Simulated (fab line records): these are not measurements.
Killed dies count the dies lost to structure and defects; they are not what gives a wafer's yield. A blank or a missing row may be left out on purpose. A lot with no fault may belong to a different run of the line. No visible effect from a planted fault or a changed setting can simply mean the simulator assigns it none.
One fault seen from 3 desks / flow nand_harc / each desk has only its own numbers; what lay behind them comes last

## DESK OF THE TOOL OWNER: cmp-01
The tool's own readings at NHARC_A_M1_CMP_23 (polishes, t overpolish 20 s, target thk 154.34 nm): means of the sampled wafers that have a number, for each lot that ran on this tool. Marked OUT: a lot whose mean sits more than 4 standard deviations from the usual mean, which makes it out of limits; the brackets give that distance.
Columns: A = motor_current_A at NHARC_A_M1_CMP_23, usual 11.8 A; B = time_to_endpoint_s at NHARC_A_M1_CMP_23, usual 28 s
lot=L262; first seen here=day 26 05:01; A=12.6; B=27
lot=L264; first seen here=day 26 07:06; A=12.3; B=24
lot=L263; first seen here=day 26 20:16; A=13.0; B=27
lot=L267; first seen here=day 27 00:04; A=12.3; B=28
lot=L272; first seen here=day 29 12:49; A=12.4; B=31
lot=L273; first seen here=day 30 06:14; A=13.0; B=30
This desk found nothing out of limits on any of the 6 lots.

## FROM THE METROLOGY DESK
What the gauges read for every lot (on any tool): the sampled wafers with a number, averaged. Marked OUT: a lot whose mean sits more than 4 standard deviations from the usual mean, which makes it out of limits; the brackets give that distance.
Columns: A = thk_nm at NHARC_A_M1_THK_MEAS_24, usual 153.9 nm
lot=L257; first seen here=day 23 20:02; A=154.4
lot=L260; first seen here=day 25 12:06; A=154.5
lot=L262; first seen here=day 26 05:18; A=153.9
lot=L264; first seen here=day 26 07:25; A=153.9
lot=L263; first seen here=day 26 20:34; A=155.0
lot=L267; first seen here=day 27 00:21; A=153.0
lot=L266; first seen here=day 27 12:03; A=153.4
lot=L268; first seen here=day 27 16:59; A=152.0
lot=L272; first seen here=day 29 13:08; A=153.4
lot=L273; first seen here=day 30 06:34; A=155.6
lot=L279; first seen here=day 31 20:43; A=153.5
This desk found nothing out of limits on any of the 11 lots.

## THE DEFECT DESK
Lot by lot, what the route's inspections counted, given as the mean of those sampled wafers with a number. Marked OUT: a lot whose mean sits more than 4 standard deviations from the usual mean, which makes it out of limits; the brackets give that distance.
Columns: A = raw_defect_count at NHARC_A_M0_INSPECT_27, usual 499; B = raw_defect_count at NHARC_A_M1_INSPECT_27, usual 518
lot=L257; first seen here=day 23 15:55; A=505; B=850
lot=L260; first seen here=day 25 08:14; A=557; B=477
lot=L262; first seen here=day 26 01:27; A=664; B=479
lot=L264; first seen here=day 26 03:28; A=522; B=526
lot=L263; first seen here=day 26 16:34; A=492; B=387
lot=L267; first seen here=day 26 20:31; A=584; B=410
lot=L266; first seen here=day 27 08:08; A=489; B=472
lot=L268; first seen here=day 27 12:19; A=539; B=514
lot=L272; first seen here=day 29 09:17; A=425; B=2126 (+13) OUT
lot=L273; first seen here=day 30 02:33; A=535; B=2027 (+13) OUT
lot=L279; first seen here=day 31 16:20; A=510; B=552
This desk finds L272, L273 out of limits, L272 being first, at day 29 13:17 (raw_defect_count at NHARC_A_M1_INSPECT_27). Within limits: L257, L260, L262, L264, L263, L267, L266, L268, L279.

## TAKEN TOGETHER
The defect desk could have raised an alarm at day 29 13:17, on L272, L273.
The desk of the tool owner found nothing out of limits.
Metrology desk: nothing out of limits seen.
The tool owner's desk has L272, L273 on record, within its limits.
The metrology desk has L272, L273 on record, within its limits.
NHARC_A_M1_CMP_23 was run on cmp-01 by each of the lots named.

## WHAT WAS PUT IN BY THE SIMULATOR
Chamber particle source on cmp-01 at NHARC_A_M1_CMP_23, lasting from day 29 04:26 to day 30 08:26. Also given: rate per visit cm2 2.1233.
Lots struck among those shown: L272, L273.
Hours from the fault's start to each desk's first reading out of limits: the defect desk, 9.
